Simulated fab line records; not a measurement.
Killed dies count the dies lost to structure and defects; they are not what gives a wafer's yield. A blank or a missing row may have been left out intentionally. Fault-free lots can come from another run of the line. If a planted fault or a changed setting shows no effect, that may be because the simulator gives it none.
Problem report, 8D (eight disciplines) form, completed by code + flow nand_harc + the parts of the form that need people (team, actions taken, sign-off) are left out

== 1. PROBLEM STATEMENT ==
A mean of 76.1 s is read at NHARC_A_CONTACT_ETCH_90 for run_length_s, taken on 1 wafer of 1 lot, against 107.0 s (standard deviation 0.53) on wafers free of any fault. That is -58 standard deviations from the usual mean.
The step: etches the open film in CH3F/O2, target depth 40 nm, time 85.7 s.
The first sign was on wafer L771.6 at day 21 00:39, on rie_diel-11. At this step, 36 wafers from 12 lots have a number in the record. Rule for "out", or "out of limits": more than 4 standard deviations from the usual mean. The rest of the wafers with a number are treated as sound.

== 2. WHAT IT IS; WHAT IT IS NOT ==
| question                    | is                | is not                                                                                                                               |
|-----------------------------|-------------------|--------------------------------------------------------------------------------------------------------------------------------------|
| which readings at this step | run_length_s      | chamber_pressure_mTorr, drypump_motor_current_A, mfc_ar_sccm, oes_product_au, rf_vpp_V, showerhead_plenum_p_Torr, throttle_valve_pct |
| which lots                  | L771              | L751, L753, L756, L758, L759, L760, L761, L763, L764, L772, L773                                                                     |
| which wafers of those lots  | L771.6            | L771.4, L771.5                                                                                                                       |
| read on which tools         | rie_diel-11       | rie_diel-12, rie_diel-13                                                                                                             |
| when                        | from day 21 00:39 | up to then (29 sound wafers); but 6 sound wafers of L772, L773 came after                                                            |

== 3. THE SUSPECTS, EACH WITH WHAT RULES IT OUT ==
Counting: a tool at a process step up to the reading stays a suspect if it ran every lot that is out. Sound lots after the first of them don't rule it out here, since some wafers of a struck lot are sound.
- har_cap_etch-01 at NHARC_A_CONTACT_ETCH_115 (etches the open film in C4F8/O2/Ar, time 94 s, target depth 922 nm): kept. The lot that is out, L771, ran on it at day 20 22:59; the last sound lot it ran before that was L764, at day 19 11:16.
- har_cap_etch-01 at NHARC_A_CONTACT_ETCH_120 (etches the open film in C4F8/O2/Ar, time 94 s, target depth 922 nm): kept. The lot that is out, L771, ran on it at day 20 23:35; the last sound lot it ran before that was L764, at day 19 11:44.
- rie_diel-11 at NHARC_A_CONTACT_ETCH_90 (etches the open film in CH3F/O2, target depth 40 nm, time 85.7 s): kept. The lot that is out, L771, ran on it at day 21 00:39; the last sound lot it ran before that was L764, at day 19 12:36. Its own run_length_s readings are out on those wafers.
- At NHARC_A_CONTACT_ETCH_90, inside rie_diel-11: chamber 0 took the wafers that are out, while their sound lot-mates went through chambers 1, 2.
Still standing after the count: har_cap_etch-01 at NHARC_A_CONTACT_ETCH_115, har_cap_etch-01 at NHARC_A_CONTACT_ETCH_120, rie_diel-11 at NHARC_A_CONTACT_ETCH_90.

== 4. THE CAUSE (what the simulator had put in) ==
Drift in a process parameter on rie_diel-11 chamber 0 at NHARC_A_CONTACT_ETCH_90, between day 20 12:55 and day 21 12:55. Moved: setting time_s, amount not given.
Of the 3 suspects that counting leaves, this tool is one.

== 5. SEQUENCE OF EFFECTS, ordered by route ==
One row per reading whose mean, taken over the struck wafers that have a number, lies over 3 standard deviations from the usual. Only readings whose record carries a usual standard deviation are examined. hours: median over the lots of the time between each lot's start at the first step of this table that gives one and its start at this step. sigmas: the change, counted in usual standard deviations.
| hours | step                    | reading      | usual   | on struck wafers | change | sigmas |
|-------|-------------------------|--------------|---------|------------------|--------|--------|
| 0     | NHARC_A_CONTACT_ETCH_90 | run_length_s | 107.0 s | 76.1             | -30.9  | -58    |
It contains these process steps:
- NHARC_A_CONTACT_ETCH_90: etches the open film in CH3F/O2, target depth 40 nm, time 85.7 s.

== 6. HOW IT WOULD HAVE BEEN CAUGHT EARLIER ==
In this record no reading fell out of limits until day 21 00:39, 12 hours after the fault had begun at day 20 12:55.
